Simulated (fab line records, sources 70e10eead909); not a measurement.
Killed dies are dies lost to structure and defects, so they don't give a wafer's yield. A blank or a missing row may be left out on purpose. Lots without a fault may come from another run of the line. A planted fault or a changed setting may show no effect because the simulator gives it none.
A struck lot beside a sound one | flow nand_harc | 15 steps out of a route of 1159
Sound: wafers L755.1, L755.2, L755.6. Struck: wafers L773.2, L773.3, L773.5. The cause comes at the end.
At each step with rows: each side's tool, then ch and its chambers, then its first start. Under that, the readings that differ: sound wafers | struck wafers | difference of the means | sigmas: that difference in standard deviations of wafers without a fault.
alike: readings whose means differ by less than 2 such deviations, and words and numbers that are the same on both sides. not compared: withheld readings, readings that some wafer has no value for, bounds like >300 that may hide the same value, and numbers for which the record gives no deviation and whose values overlap.
The two part at a step that has a row with sigmas, a row that says differs or no value, or rows on one side only. Numbers that don't overlap but have no deviation are shown without sigmas and don't part them. A reading that every wafer of one side lacks parts them only if that side has two wafers or more.

first, 4 steps without rows for these wafers: NHARC_A_CONTACT_EBR_38; NHARC_A_CONTACT_EXPOSE_39 (exposes mask A CC 3); NHARC_A_CONTACT_PEB_40 (peb time 65 s); NHARC_A_CONTACT_DEVELOP_41 (develop time 35 s).
NHARC_A_CONTACT_CD_MEAS_42: target cd 200 nm.
  sound on cd_sem-03 ch 0, day 16 20:25; struck on cd_sem-01 ch 0, day 21 19:14
  reading    | sound             | struck            | difference | sigmas
  cd_nm (nm) | 200.4 200.2 200.6 | 199.8 199.5 199.1 | -0.9       | -2
NHARC_A_CONTACT_OVL_MEAS_43:
  sound on overlay-02, day 16 20:29; struck on overlay-02, day 21 19:19
  reading           | sound          | struck      | difference | sigmas
  overlay_y_nm (nm) | -1.5 -1.4 -1.9 | 0.5 0.0 0.4 | +1.9       | +2
  alike: overlay_x_nm
NHARC_A_CONTACT_INSPECT_44:
  sound on defect_inspect-01, day 16 20:32; struck on defect_inspect-01, day 21 19:21
  alike: raw_defect_count
NHARC_A_CONTACT_DESCUM_47: chemistry O2, time 3 s.
  sound on rie_diel-01 ch 0,1, day 16 20:36; struck on rie_diel-07 ch 0,2, day 21 19:25
  reading                         | sound          | struck         | difference | sigmas
  rf_vpp_V (V)                    | 59.2 57.5 59.7 | 57.1 56.2 55.6 | -2.5       | -3
  showerhead_plenum_p_Torr (Torr) | 2.05 1.91 2.05 | 1.84 1.80 1.80 | -0.19      | -2
  alike: drypump_motor_current_A, oes_product_au, throttle_valve_pct
  not compared: rf_hours_counter_h
NHARC_A_CONTACT_ETCH_48: etches the open film in CF4, target depth 39 nm, time 65 s.
  sound on rie_diel-01 ch 0,1,2, day 16 20:41; struck on rie_diel-07 ch 0,1, day 21 19:30
  alike: bias_w, cf4_flow_sccm, drypump_motor_current_A, oes_product_au, rf_vpp_V, showerhead_plenum_p_Torr, throttle_valve_pct
  not compared: rf_hours_counter_h
NHARC_A_CONTACT_ETCH_49: etches the open film in N2/H2, target depth 260 nm, time 475.3 s.
  sound on rie_diel-01 ch 2,3; struck on rie_diel-07 ch 2,3
  reading                     | sound       | struck      | difference | sigmas
  drypump_motor_current_A (A) | 5.0 5.5 5.5 | 6.8 5.5 6.8 | +1.0       | +2
  alike: bias_w, chamber_pressure_mTorr, oes_product_au, rf_vpp_V, showerhead_plenum_p_Torr, throttle_valve_pct
  not compared: rf_hours_counter_h
NHARC_A_CONTACT_ETCH_50: etches the open film in CF4/CHF3, target depth 84.7 nm, time 42.4 s.
  sound on rie_diel-01 ch 0,1,2; struck on rie_diel-07 ch 0,1,3
  alike: bias_w, cf4_flow_sccm, drypump_motor_current_A, oes_product_au, rf_vpp_V, showerhead_plenum_p_Torr, throttle_valve_pct
  not compared: rf_hours_counter_h
then, 1 step without rows for these wafers: NHARC_A_CONTACT_ETCH_51 (etches the open film in O2/COS, target depth 3600 nm, time 936 s).
NHARC_A_CONTACT_ETCH_111: etches the open film in C4F8/O2/Ar, time 140 s, target depth 700 nm.
  sound on har_cap_etch-03 ch 0,1, day 16 21:54; struck on har_cap_etch-02 ch 0,1, day 21 20:42
  no value came back on the struck wafers for chamber_pressure_mTorr (mTorr), oes_air_line_au (a.u.); on the sound wafers chamber_pressure_mTorr (mTorr) reads 20.031 20.020 20.016
  not compared: rf_hours_counter_h
NHARC_A_CONTACT_ETCH_112: etches the open film in C4F8/O2/Ar, time 94 s, target depth 922 nm.
  sound on har_cap_etch-03 ch 0,1, day 16 22:05; struck on har_cap_etch-02 ch 0,1, day 21 20:53
  alike: chamber_pressure_mTorr, oes_air_line_au
  not compared: rf_hours_counter_h
-- the record jumps here: 3 days lie between the struck wafers' starts before and after (it left off in module A_CONTACT and takes up again in module END, whose first step shown is number 1159 of the route) --
NHARC_END_SORT_01:
  the record has rows for the struck wafers here (prober-02 ch 0, day 24 15:56) and none for the sound ones

WHERE THEY PART
First at NHARC_A_CONTACT_CD_MEAS_42; last, within this record, at NHARC_END_SORT_01.

WHY: what the simulator had put in
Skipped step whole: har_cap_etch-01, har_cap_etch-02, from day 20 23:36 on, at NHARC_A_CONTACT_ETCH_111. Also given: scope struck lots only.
